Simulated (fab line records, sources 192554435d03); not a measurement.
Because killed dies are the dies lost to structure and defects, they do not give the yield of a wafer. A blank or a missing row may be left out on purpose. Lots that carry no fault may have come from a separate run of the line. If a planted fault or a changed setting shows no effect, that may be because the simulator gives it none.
fab line records | flow n5-finfet | part 2 of 2: steps 5 to 6 of 6
record: lots: 24 wafers: 72 last-day: 18
route steps=1938 shown MOL_CONTACT_COAG@540
lots untouched by any fault: they come from a run of this same line in which no faults occurred
start-h: start of the lot's first displayed wafer, in hours after the record's first day | wait-h: hours since the lot's step before | " as in the row above | L1.1+2: one row covering several wafers at once | - value missing, or start not given | * or withheld: withheld | < > ~ a bound
route shown NAME@n: NAME is a module with steps in the file, n the number in the route of the first one | usual: average and standard deviation across the fault-free wafers | same: alike in all rows | chamber/n: place in a boat | sites: the reading at each site | _std_site: standard deviation across them | _edge_site: mean of outer sites minus mean of inner sites | radius-mm: for every site, how far away it sits from the centre of the wafer | mask NAME#n: copy n | behind: tool/chamber where the wafer was last shaped | hold: the reason the lot was held/the length of the hold in hours/how it ended | device: names the non-switching transistor (n, p or np) | end of line: the tests these same wafers got at the end of their route | a step given without rows: its recipe and nothing more | killed: the dies lost at the first sort to structure and to defects; this is not the yield of the wafer | map: a wafer's dies, x killed, . not, _ none there
set.NAME: the setting that was run; set.NAME@STEP: the one run at that earlier step | model.NAME: the simulator's own value behind a step, which no gauge read
one table for each step of the route and one row for each wafer, over a sample of lots
services: when a tool's chamber went out of use (start-h, in hours from the record's first day, below 0 if earlier), for how many hours, and the reason
== steps ==
step: N5_MOL_CONTACT_COAG_ALD_131
recipe: material: SiO2 target-thk-a: 50 temp-c: 100 ald-precursor-family: BDEAS ald-co-reactant: O2-plasma pulse-time-s: 1 co-reactant-pulse-time-s: 1 purge-time-s: 2 co-reactant-purge-time-s: 2 ald-cycles: 35 pressure-torr: 2
usual: heater-power-w: 80/7.2 precursor-pulse-height-rel: 0.999/0.018 susceptor-temp-C: 99.99/0.13
same: co-reactant-pulse-time-s: 1
columns lot.wafer tool chamber start-h wait-h heater-power-w precursor-pulse-height-rel susceptor-temp-C
L074.3 ald-sin-03 1 99.15 0.1 83 0.986 99.82
L074.4 " 2 " " 79 1.008 100.04
L074.6 " 2 " " 79 1.012 99.92
L075.1 ald-sin-03 2 105.33 0.1 78 0.998 100.08
L075.3 " 0 " " 74 1.004 99.92
L075.5 " 0 " " 73 0.998 100.01
L076.3 ald-sin-04 3 113.45 0.4 87 0.985 99.93
L076.5 " 3 " " 84 0.988 99.90
L076.6 " 2 " " 81 0.948 100.10
L077.1 ald-sin-02 1 121.35 0.1 86 0.999 99.98
L077.2 " 3 " " 74 0.994 99.90
L077.6 " 1 " " 88 1.006 99.98
L078.3 ald-sin-02 1 122.64 0.1 87 0.989 99.97
L078.5 " 0 " " 78 1.004 100.01
L078.6 " 1 " " 87 1.007 99.77
L079.2 ald-sin-03 2 135.59 0.1 77 0.990 100.01
L079.3 " 0 " " 74 0.989 99.94
L079.6 " 2 " " 77 1.008 99.95
L080.1 ald-sin-04 3 139.74 0.1 87 0.988 99.95
L080.2 " 2 " " 82 0.992 99.80
L080.3 " 1 " " 71 1.029 100.01
L081.1 ald-sin-04 0 143.98 0.1 84 0.996 100.30
L081.3 " 1 " " 73 0.989 99.97
L081.6 " 0 " " 83 0.976 100.13
L082.4 ald-sin-02 2 148.15 0.5 67 1.032 99.99
L082.5 " 2 " " 66 0.997 100.05
L082.6 " 3 " " 74 0.980 99.77
L083.3 ald-sin-02 2 153.01 0.1 66 0.990 100.01
L083.4 " 3 " " 73 0.971 99.86
L083.6 " 3 " " 72 0.990 99.79
L084.1 ald-sin-04 1 163.55 0.3 72 0.996 100.10
L084.4 " 2 " " 81 1.009 99.83
L084.6 " 2 " " 81 0.955 100.03
L085.2 ald-sin-03 2 165.45 0.1 79 1.000 99.87
L085.3 " 3 " " 90 1.028 100.02
L085.4 " 1 " " 83 1.032 99.84
L086.1 ald-sin-04 1 173.62 0.5 71 0.959 100.12
L086.2 " 2 " " 85 1.009 100.06
L086.3 " 0 " " 83 1.016 99.88
L087.1 ald-sin-03 3 180.52 0.1 91 0.976 100.15
L087.4 " 2 " " 78 1.015 99.78
L087.5 " 3 " " 87 1.004 99.97
L088.1 ald-sin-03 2 184.30 0.1 78 1.001 99.93
L088.3 " 3 " " 92 0.989 100.04
L088.6 " 2 " " 76 1.013 100.09
L089.3 ald-sin-02 1 189.85 0.1 89 0.959 100.09
L089.4 " 2 " " 66 1.020 99.95
L089.6 " 1 " " 89 0.978 100.04
L090.2 ald-sin-03 2 193.91 0.1 77 0.998 99.89
L090.4 " 3 " " 93 1.013 99.90
L090.6 " 3 " " 91 0.972 99.90
L091.2 ald-sin-03 1 202.22 0.1 86 0.978 99.95
L091.4 " 2 " " 80 1.027 99.82
L091.5 " 2 " " 79 0.985 100.15
L093.2 ald-sin-02 1 213.33 0.1 88 1.021 99.87
L093.4 " 0 " " 76 1.013 100.01
L093.5 " 1 " " 90 0.999 99.81
L094.3 ald-sin-03 1 221.44 0.1 85 1.040 99.78
L094.4 " 0 " " 75 0.977 99.93
L094.5 " 3 " " 90 0.983 100.12
L092.1 ald-sin-02 2 221.55 0.1 66 0.995 99.93
L092.2 " 0 " " 78 0.999 99.81
L092.5 " 3 " " 73 1.014 100.00
L095.2 ald-sin-03 2 225.32 0.1 79 1.015 100.13
L095.3 " 3 " " 90 0.999 99.89
L095.5 " 2 " " 77 1.029 100.15
L096.2 ald-sin-03 0 232.03 0.1 72 0.991 99.78
L096.4 " 3 " " 91 1.018 99.83
L096.6 " 0 " " 74 0.961 100.09
L097.2 ald-sin-02 3 238.61 0.6 72 0.993 100.09
L097.3 " 2 " " 67 1.000 99.93
L097.5 " 0 " " 77 0.992 99.98
step: N5_MOL_CONTACT_COAG_ETCHBACK_135
recipe: chemistry: CHF3 target: SiO2 target-depth-a: 250 time-s: 16.7 ion-energy-ev: 200 pressure-mtorr: 30 source-w: 610 bias-w: 170 Ar_flow_sccm: 200 CHF3_flow_sccm: 50
usual: drypump-motor-current-A: 5.7/0.48 oes-product-au: 0.81/0.065 rf-vpp-V: 524/10 showerhead-plenum-p-Torr: 2.36/0.067 throttle-valve-pct: 18.69/0.13
columns lot.wafer tool chamber start-h wait-h drypump-motor-current-A oes-product-au rf-hours-counter-h rf-vpp-V showerhead-plenum-p-Torr throttle-valve-pct
L074.3 rie-diel-01 0 99.53 0.0 6.3 0.89 28 508 2.33 18.64
L074.4 " 2 " " 5.6 0.81 89 535 2.41 18.63
L074.6 " 1 " " 5.0 0.69 - 519 2.25 18.95
L075.1 rie-diel-01 3 105.80 0.0 6.2 0.81 84 537 2.32 18.63
L075.3 " 0 " " 6.2 0.89 31 509 2.33 18.67
L075.5 " 3 " " 6.2 0.81 - 536 2.32 18.64
L076.3 rie-diel-01 0 113.76 0.0 6.2 0.87 37 508 2.33 18.67
L076.5 " 2 " " 5.6 0.80 - 532 2.40 18.65
L076.6 " 3 " " 6.2 0.80 - 537 2.32 18.64
L077.1 rie-diel-01 2 122.14 0.0 5.7 0.79 103 535 2.40 18.66
L077.2 " 3 " " 6.2 0.80 95 537 2.31 18.64
L077.6 " 0 " " 6.2 0.87 - 507 2.33 18.68
L078.3 rie-diel-04 2 123.14 0.0 4.7 0.92 22 531 2.42 18.40
L078.5 " 1 " " 5.4 0.78 - 517 2.29 18.63
L078.6 " 0 " " 6.1 0.93 - 526 2.35 18.67
L079.2 rie-diel-01 3 136.10 0.0 6.2 0.79 97 536 2.31 18.64
L079.3 " 2 " " 5.6 0.78 110 534 2.40 18.68
L079.6 " 3 " " 6.2 0.79 - 537 2.31 18.64
L080.1 rie-diel-04 1 140.20 0.0 5.4 0.77 125 516 2.29 18.65
L080.2 " 2 " " 4.7 0.90 28 530 2.42 18.40
L080.3 " 3 " " 5.5 0.86 39 533 2.45 18.73
L081.1 rie-diel-04 3 144.40 0.0 5.5 0.86 40 533 2.44 18.76
L081.3 " 2 " " 4.8 0.91 30 532 2.42 18.40
L081.6 " 1 " " 5.4 0.77 - 516 2.28 18.65
L082.4 rie-diel-02 3 148.57 0.0 5.9 0.77 124 536 2.50 18.46
L082.5 " 1 " " 6.1 0.76 - 518 2.29 18.79
L082.6 " 2 " " 5.7 0.89 - 502 2.34 18.88
L083.3 rie-diel-04 3 153.32 0.0 5.5 0.85 43 534 2.44 18.77
L083.4 " 0 " " 6.1 0.89 27 525 2.35 18.67
L083.6 " 3 " " 5.5 0.85 - 534 2.44 18.78
L084.1 rie-diel-04 3 163.86 0.0 5.5 0.85 47 534 2.44 18.77
L084.4 " 2 " " 4.7 0.89 37 532 2.42 18.44
L084.6 " 0 " " 6.2 0.89 - 526 2.34 18.68
L085.2 rie-diel-04 1 165.76 0.0 5.4 0.76 135 517 2.28 18.66
L085.3 " 3 " " 5.5 0.85 47 533 2.44 18.77
L085.4 " 0 " " 6.1 0.88 31 525 2.35 18.70
L086.1 rie-diel-02 1 173.92 0.0 6.1 0.76 139 516 2.29 18.80
L086.2 " 3 " " 5.9 0.77 134 537 2.50 18.47
L086.3 " 2 " " 5.7 0.88 46 502 2.34 18.86
L087.1 rie-diel-04 3 180.84 0.0 5.5 0.84 52 533 2.44 18.76
L087.4 " 1 " " 5.4 0.76 140 514 2.28 18.66
L087.5 " 0 " " 6.1 0.88 - 526 2.34 18.70
L088.1 rie-diel-02 0 184.60 0.0 5.2 0.69 197 525 2.38 18.87
L088.3 " 2 " " 5.7 0.87 50 502 2.34 18.89
L088.6 " 0 " " 5.2 0.69 - 525 2.38 18.88
L089.3 rie-diel-04 3 190.15 0.0 5.5 0.84 56 533 2.44 18.77
L089.4 " 2 " " 4.7 0.88 45 531 2.41 18.45
L089.6 " 2 " " 4.7 0.87 - 530 2.42 18.45
L090.2 rie-diel-01 0 194.24 0.0 6.2 0.82 72 508 2.32 18.74
L090.4 " 2 " " 5.6 0.76 133 535 2.39 18.71
L090.6 " 0 " " 6.2 0.83 - 509 2.32 18.72
L091.2 rie-diel-02 0 202.53 0.0 5.2 0.70 203 525 2.37 18.89
L091.4 " 3 " " 5.9 0.75 143 537 2.49 18.49
L091.5 " 1 " " 6.1 0.75 - 517 2.28 18.83
L093.2 rie-diel-01 1 213.64 0.0 5.0 0.92 11 528 2.53 18.62
L093.4 " 2 " " 5.6 0.75 140 534 2.39 18.74
L093.5 " 0 " " 6.2 0.82 - 509 2.32 18.73
L094.3 rie-diel-02 1 221.75 0.0 6.1 0.75 158 517 2.28 18.84
L094.4 " 0 " " 5.2 0.69 - 524 2.37 18.89
L094.5 " 3 " " 5.9 0.74 - 538 2.49 18.50
L092.1 rie-diel-04 2 221.99 0.0 4.8 0.85 60 531 2.41 18.48
L092.2 " 0 " " 6.1 0.84 55 526 2.34 18.72
L092.5 " 3 " " 5.5 0.83 - 533 2.44 18.80
L095.2 rie-diel-02 0 225.63 0.0 5.2 0.69 213 525 2.37 18.91
L095.3 " 3 " " 5.9 0.75 153 539 2.49 18.49
L095.5 " 3 " " 5.9 0.74 - 538 2.49 18.51
L096.2 rie-diel-04 1 232.34 0.0 5.4 0.74 159 515 2.27 18.69
L096.4 " 0 " " 6.1 0.84 60 525 2.33 18.73
L096.6 " 1 " " 5.4 0.74 - 514 2.27 18.71
L097.2 rie-diel-04 1 238.92 0.0 5.4 0.74 162 515 2.27 18.71
L097.3 " 2 " " 4.7 0.83 66 531 2.41 18.49
L097.5 " 3 " " 5.5 0.82 - 531 2.43 18.80
== services ==
columns tool chamber start-h hours kind
cmp-02 - 84.64 9.4 pm
rie-diel-04 2 85.92 7.1 repair
ald-sin-02 - 86.02 14.0 pm
rie-diel-01 0 90.34 2.5 repair
rie-diel-04 - 93.97 28.1 pm
cmp-02 - 105.81 4.1 pm
cmp-03 - 120.08 4.0 pm
rie-diel-01 3 123.27 6.5 repair
rie-diel-02 0 128.23 12.0 repair
rie-diel-04 - 131.45 0.3 repair
ald-sin-04 0 136.29 5.6 repair
cmp-03 - 141.99 5.0 pm
ald-sin-04 - 177.92 14.0 pm
cmp-01 - 192.95 5.0 pm
rie-diel-01 - 196.61 0.9 repair
rie-diel-04 3 198.02 17.3 repair
ald-sin-02 - 198.44 2.8 pm
cmp-03 - 201.61 1.2 repair
cmp-03 - 206.51 0.8 repair
cmp-01 - 208.40 13.1 pm
rie-diel-02 2 220.41 6.5 repair
rie-diel-04 1 221.06 3.8 repair
cmp-01 - 228.56 6.6 pm
rie-diel-01 2 231.74 9.0 repair
